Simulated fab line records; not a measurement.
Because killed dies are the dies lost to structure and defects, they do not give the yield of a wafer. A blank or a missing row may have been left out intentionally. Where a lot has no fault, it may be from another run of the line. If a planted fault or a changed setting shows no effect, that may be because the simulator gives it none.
Problem report, 8D (eight disciplines) form, completed by code + flow n5-finfet + the parts of the form that need people (team, actions taken, sign-off) are left out

## 1. THE ISSUE
Wafers with no fault read 39 with a standard deviation of 11, whereas killed-at-front-end at N5_PASSIVATION_PROBE_49 reads a mean of 108 on 1 wafer of 1 lot. That puts it +6.3 standard deviations away from the usual mean.
Seen first at day 13 19:28 on prober-01, wafer L992.3. The record has a number at this step for 4 wafers belonging to 2 lots. By rule, "out" or "out of limits" means more than 4 standard deviations away from the usual mean. All remaining wafers that have a number are taken as sound.

## 2. WHAT IT IS AND WHAT IT IS NOT
| question                    | is                                       | is not                                                                                                                                     |
|-----------------------------|------------------------------------------|--------------------------------------------------------------------------------------------------------------------------------------------|
| which readings at this step | killed-at-front-end, sort_bin_5_function | killed_at_M0_to_M3, killed_at_M4_up, killed-at-contacts, killed-at-other, killed-open, killed-short, sort_bin_4_leakage, sort_bin_6_memory |
| which lots                  | L992                                     | L102                                                                                                                                       |
| which wafers of those lots  | L992.3                                   | L992.4, L992.6                                                                                                                             |
| read on which tools         | prober-01                                | -                                                                                                                                          |
| when                        | from day 13 19:28                        | up to then (0 sound wafers); but 3 sound wafers of L102, L992 came after                                                                   |

## 3. SUSPECTS, AND WHAT RULES EACH OUT
Counting: a tool at a process step up to the reading stays a suspect if it ran every lot that is out. Sound lots after the first of them don't rule it out here, since some wafers of a struck lot are sound.
- ald-sin-02 at N5_STI_FIN_REVEAL_ALD_00 (deposits SiO2, target thk 1 nm, pulse time 1 s): kept. It ran the lot that is out, L992 (day 3 10:19).
- pvd-sputter-02 at N5_MIM_BOT_SPUTTER_00 (material TiN, target thk 35 nm, time 89.7 s): kept. It ran the lot that is out, L992 (day 13 08:35).
- pecvd-02 at N5_MIM_TOP_ETCH_PECVD_03 (deposits SiNx from SiH4/NH3/N2, target thk 20 nm, time 17.6 s): kept. It ran the lot that is out, L992 (day 13 10:32).
- prober-01 at N5_PASSIVATION_PROBE_49: kept. It ran the lot that is out, L992 (day 13 19:28). On those wafers its own readings are out: killed-at-front-end, sort_bin_5_function.
- At N5_STI_FIN_REVEAL_ALD_00, inside ald-sin-02: chamber 1 took the wafers that are out, while their sound lot-mates went through chambers 2, 3.
Left after counting: ald-sin-02 at N5_STI_FIN_REVEAL_ALD_00, pvd-sputter-02 at N5_MIM_BOT_SPUTTER_00, pecvd-02 at N5_MIM_TOP_ETCH_PECVD_03, prober-01 at N5_PASSIVATION_PROBE_49.

## 4. THE CAUSE (what the simulator had put in)
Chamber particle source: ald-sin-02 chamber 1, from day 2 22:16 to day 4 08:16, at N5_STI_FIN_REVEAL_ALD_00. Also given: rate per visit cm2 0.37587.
After counting, 4 suspects remain, this tool included.

## 5. THE EFFECT CHAIN, in route order
One row per reading whose mean, taken over the struck wafers that have a number, lies over 3 standard deviations from the usual. Readings are gone through only where the record gives a usual standard deviation; hours: the median, over the lots, of the time from a lot's start at the first step in this table giving one to that lot's start at this step; sigmas: the change measured in usual standard deviations.
| hours | step                    | reading              | usual  | on struck wafers | change | sigmas |
|-------|-------------------------|----------------------|--------|------------------|--------|--------|
| 0     | N5_PASSIVATION_PROBE_49 | defect-limited-yield | 91.0 % | 85.5             | -5.5   | -3.7   |
| 0     | N5_PASSIVATION_PROBE_49 | killed-at-front-end  | 39     | 108              | +69    | +6.3   |
| 0     | N5_PASSIVATION_PROBE_49 | killed-dies          | 106    | 171              | +65    | +3.8   |
| 0     | N5_PASSIVATION_PROBE_49 | killed-on-rim        | 13     | 27               | +14    | +3.3   |
| 0     | N5_PASSIVATION_PROBE_49 | sort_bin_5_function  | 5.3 %  | 9.3              | +4.0   | +4.0   |
| 0     | N5_PASSIVATION_PROBE_49 | sort-n-pass          | 1074   | 1009             | -65    | -3.8   |
| 0     | N5_PASSIVATION_PROBE_49 | sort-yield-pct       | 91.0 % | 85.5             | -5.5   | -3.7   |
Process steps it contains:
- N5_PASSIVATION_PROBE_49

## 6. WHAT WOULD HAVE CAUGHT IT SOONER
First out-of-limits reading in this record: day 13 19:28, which is 261 hours after fault onset at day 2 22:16.
An alarm limit of 4 standard deviations would not have fired on the tool readings at N5_STI_FIN_REVEAL_ALD_00 for which the record gives a usual standard deviation, since none of them was out on any struck wafer.
Each of the lots that are out, 1 in all, had begun N5_STI_FIN_REVEAL_ALD_00 on ald-sin-02 no later than day 13 19:28. Holding the tool at that point would not have protected any of them.
